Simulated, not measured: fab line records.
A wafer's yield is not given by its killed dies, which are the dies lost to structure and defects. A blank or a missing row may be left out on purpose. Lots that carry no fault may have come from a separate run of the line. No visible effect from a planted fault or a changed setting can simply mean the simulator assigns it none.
Which tool did it? | flow nand_harc | Sampling: 6 lots, 18 wafers, 3 of 1302 route steps

WHAT EACH GAUGE READ, for each wafer
NHARC_P_GATE_CD_MEAS_46 targets a cd of 720 nm.
lot  | measured     | on        | cd_nm (nm)
L184 | day 6 13:10  | cd_sem-02 | 720.4 718.7 717.9
L186 | day 7 08:14  | cd_sem-01 | 720.9 721.4 719.5
L189 | day 8 17:36  | cd_sem-02 | 720.3 719.1 720.8
L192 | day 9 18:47  | cd_sem-03 | 712.6 711.3 709.7
L203 | day 14 05:02 | cd_sem-02 | 720.2 718.7 720.6
L204 | day 15 07:52 | cd_sem-02 | 718.7 720.0 717.3

TOOL THAT RAN EACH LOT (tool first, then ch and the chambers of the sampled wafers, then the start)
lot  | NHARC_P_GATE_DESCUM_31             | NHARC_P_GATE_EXPOSE_43
L184 | rie_diel-01 ch 0,1,2, day 6 01:29  | krf_scanner-03 ch 0, day 6 13:01
L186 | rie_diel-03 ch 0,1,2, day 6 18:19  | krf_scanner-02 ch 0, day 7 08:05
L189 | rie_diel-10 ch 1,2,3, day 8 05:50  | krf_scanner-02 ch 0, day 8 17:26
L192 | rie_diel-10 ch 0,1,2, day 9 07:02  | krf_scanner-04 ch 0, day 9 18:38
L203 | rie_diel-03 ch 1,2, day 13 17:12   | krf_scanner-03 ch 0, day 14 04:53
L204 | rie_diel-10 ch 0,1,2, day 14 20:03 | krf_scanner-02 ch 0, day 15 07:43
- NHARC_P_GATE_DESCUM_31: chemistry O2, time 3 s.
- NHARC_P_GATE_EXPOSE_43: exposes mask P NSD, target cd 720 nm.

THE ANSWER, worked out from the rows above alone
Rule: the usual values come from the lots themselves. The widest of any qualifying gaps counts: lots, ordered by their means at a reading, are off when they make up no more than a third of the lots, leave a main group of 4 or more, and stand apart from it by 3 or more times the standard deviation of that group's means. A main group whose means are all the same, to the digits that the tables above print for the reading, isn't used. Also off: a lot with no number at a reading for which 4 or more lots have one. Any other lot the step has rows for is counted as sound.
Off: L192 (NHARC_P_GATE_CD_MEAS_46, cd_nm). Mean 719.6 nm and standard deviation 0.71 in the main group.
A tool fits if, at a process step before that reading, it ran every lot that is off, and no sound lot after the first of them. Gauges at NHARC_P_GATE_CD_MEAS_46: tried the same way as those tools. Undecided on this evidence; 2 tools fit (krf_scanner-04 at NHARC_P_GATE_EXPOSE_43, cd_sem-03 at NHARC_P_GATE_CD_MEAS_46).

WHAT THE SIMULATOR PUT IN
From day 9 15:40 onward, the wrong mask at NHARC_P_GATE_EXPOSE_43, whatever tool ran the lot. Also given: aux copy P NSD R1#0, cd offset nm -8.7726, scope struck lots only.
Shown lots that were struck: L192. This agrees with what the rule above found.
